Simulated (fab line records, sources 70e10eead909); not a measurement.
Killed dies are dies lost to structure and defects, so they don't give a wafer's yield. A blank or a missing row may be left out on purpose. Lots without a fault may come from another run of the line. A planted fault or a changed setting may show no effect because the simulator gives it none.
A struck lot beside a sound one | flow nand_harc | 43 steps out of a route of 1159
Sound: wafers L660.1, L660.5, L660.6. Struck: wafers L669.1, L669.4. (L669.3 of the same lot was not struck and is left out.) The cause comes at the end.
At each step with rows: each side's tool, then ch and its chambers, then its first start. Under that, the readings that differ: sound wafers | struck wafers | difference of the means | sigmas: that difference in standard deviations of wafers without a fault.
alike: readings whose means differ by less than 2 such deviations, and words and numbers that are the same on both sides. not compared: withheld readings, readings that some wafer has no value for, bounds like >300 that may hide the same value, and numbers for which the record gives no deviation and whose values overlap.
The two part at a step that has a row with sigmas, a row that says differs or no value, or rows on one side only. Numbers that don't overlap but have no deviation are shown without sigmas and don't part them. A reading that every wafer of one side lacks parts them only if that side has two wafers or more.

first, 1 step without rows for these wafers: NHARC_A_CONTACT_DEVELOP_41 (develop time 35 s).
NHARC_A_CONTACT_CD_MEAS_42: target cd 200 nm.
  sound on cd_sem-03 ch 0, day 17 18:50; struck on cd_sem-02 ch 0, day 20 16:49
  alike: cd_nm
NHARC_A_CONTACT_OVL_MEAS_43:
  sound on overlay-01, day 17 18:55; struck on overlay-02, day 20 16:54
  alike: overlay_x_nm, overlay_y_nm
NHARC_A_CONTACT_INSPECT_44:
  sound on defect_inspect-01, day 17 18:58; struck on defect_inspect-01, day 20 16:56
  alike: raw_defect_count
NHARC_A_CONTACT_DESCUM_47: chemistry O2, time 3 s.
  sound on rie_diel-03 ch 0,1, day 17 19:01; struck on rie_diel-13 ch 2,3, day 20 16:59
  alike: drypump_motor_current_A, oes_product_au, rf_vpp_V, showerhead_plenum_p_Torr, throttle_valve_pct
  not compared: rf_hours_counter_h
then, 6 steps without rows for these wafers: NHARC_A_CONTACT_ETCH_48 (etches the open film in CF4, target depth 39 nm, time 65 s); NHARC_A_CONTACT_ETCH_49 (etches the open film in N2/H2, target depth 260 nm, time 475.3 s); NHARC_A_CONTACT_ETCH_50 (etches the open film in CF4/CHF3, target depth 84.7 nm, time 42.4 s); NHARC_A_CONTACT_ETCH_51 (etches the open film in O2/COS, target depth 3600 nm, time 936 s); NHARC_A_CONTACT_ETCH_111 (etches the open film in C4F8/O2/Ar, time 140 s, target depth 700 nm); NHARC_A_CONTACT_ETCH_112 (etches the open film in C4F8/O2/Ar, time 94 s, target depth 922 nm).
NHARC_A_CONTACT_ETCH_113: etches the open film in C4F8/O2/Ar, time 94 s, target depth 922 nm.
  sound on har_cap_etch-03 ch 0,1, day 17 20:35; struck on har_cap_etch-02 ch 0, day 20 18:33
  alike: oes_air_line_au
  not compared: rf_hours_counter_h
NHARC_A_CONTACT_ETCH_114: etches the open film in C4F8/O2/Ar, time 94 s, target depth 922 nm.
  sound on har_cap_etch-03 ch 0,1, day 17 20:40; struck on har_cap_etch-02 ch 0, day 20 18:38
  alike: oes_air_line_au
  not compared: rf_hours_counter_h
NHARC_A_CONTACT_ETCH_115: etches the open film in C4F8/O2/Ar, time 94 s, target depth 922 nm.
  sound on har_cap_etch-03 ch 0,1, day 17 20:46; struck on har_cap_etch-02 ch 0, day 20 18:44
  reading                | sound             | struck      | difference | sigmas
  oes_air_line_au (a.u.) | 1.033 1.020 1.033 | 0.974 0.984 | -0.050     | -2
  not compared: rf_hours_counter_h
then, 1 step without rows for these wafers: NHARC_A_CONTACT_ETCH_116 (etches the open film in C4F8/O2/Ar, time 94 s, target depth 922 nm).
NHARC_A_CONTACT_ETCH_117: etches the open film in C4F8/O2/Ar, time 94 s, target depth 922 nm.
  sound on har_cap_etch-03 ch 0,1, day 17 20:57; struck on har_cap_etch-02 ch 0, day 20 18:55
  alike: oes_air_line_au
  not compared: rf_hours_counter_h
then, 8 steps without rows for these wafers: NHARC_A_CONTACT_ETCH_118 (etches the open film in C4F8/O2/Ar, time 94 s, target depth 922 nm); NHARC_A_CONTACT_ETCH_119 (etches the open film in C4F8/O2/Ar, time 94 s, target depth 922 nm); NHARC_A_CONTACT_ETCH_120 (etches the open film in C4F8/O2/Ar, time 94 s, target depth 922 nm); NHARC_A_CONTACT_ETCH_121 (etches the open film in C4F8/O2/Ar, time 94 s, target depth 922 nm); NHARC_A_CONTACT_ETCH_122 (etches the open film in C4F8/O2/Ar, time 95 s, target depth 930 nm); NHARC_A_CONTACT_ETCH_123 (etches the open film in C4F8/O2/Ar, time 253 s, target depth 1090 nm); NHARC_A_CONTACT_ETCH_90 (etches the open film in CH3F/O2, target depth 40 nm, time 85.7 s); NHARC_A_CONTACT_ETCH_96 (etches the open film in C4F6/O2, target depth 20 nm, time 10 s).
NHARC_A_CONTACT_CD_MEAS_53:
  sound on cd_sem-01, day 17 22:17; struck on cd_sem-02, day 20 20:16
  alike: cd_nm
then, 4 steps without rows for these wafers: NHARC_A_CONTACT_STRIP_99 (strips in N2/H2); NHARC_A_CONTACT_STRIP_100 (strips in CF4/CHF3); NHARC_A_CONTACT_STRIP_101 (strips in O2/COS); NHARC_A_CONTACT_ETCH_102 (etches the open film in CF4/O2, target depth 70 nm, overetch 7 nm, time 38.5 s).
NHARC_A_CONTACT_STRIP_55: strips in O2.
  sound on rie_diel-03 ch 1,2,3; struck on rie_diel-03 ch 1,2
  alike: drypump_motor_current_A, oes_product_au, rf_vpp_V, showerhead_plenum_p_Torr, throttle_valve_pct
  not compared: rf_hours_counter_h
then, 12 steps without rows for these wafers: NHARC_A_CONTACT_STRIP_56 (strips in post etch residue remover, time 600 s); NHARC_A_CONTACT_DEP_57 (deposits aC, target thk 2800 nm); NHARC_A_CONTACT_DEP_58 (deposits SiON, target thk 60 nm); NHARC_A_CONTACT_DEHYDRATE_59 (time 120 s); NHARC_A_CONTACT_HMDS_60 (time 30 s); NHARC_A_CONTACT_COAT_61 (time 75 s); NHARC_A_CONTACT_COAT_62 (time 65 s); NHARC_A_CONTACT_COAT_63 (resist thk 90 nm); NHARC_A_CONTACT_SOFTBAKE_64 (time 55 s); NHARC_A_CONTACT_EBR_65; NHARC_A_CONTACT_EXPOSE_66 (exposes mask A CC 2); NHARC_A_CONTACT_PEB_67 (peb time 65 s).
-- the record jumps here: 3 days lie between the struck wafers' starts before and after (it left off in module A_CONTACT and takes up again in module END, whose first step shown is number 1159 of the route) --
NHARC_END_SORT_01:
  the record has rows for the struck wafers here (prober-01 ch 0, day 23 23:40) and none for the sound ones

WHERE THEY PART
First at NHARC_A_CONTACT_ETCH_115; last, within this record, at NHARC_END_SORT_01.

WHY: what the simulator had put in
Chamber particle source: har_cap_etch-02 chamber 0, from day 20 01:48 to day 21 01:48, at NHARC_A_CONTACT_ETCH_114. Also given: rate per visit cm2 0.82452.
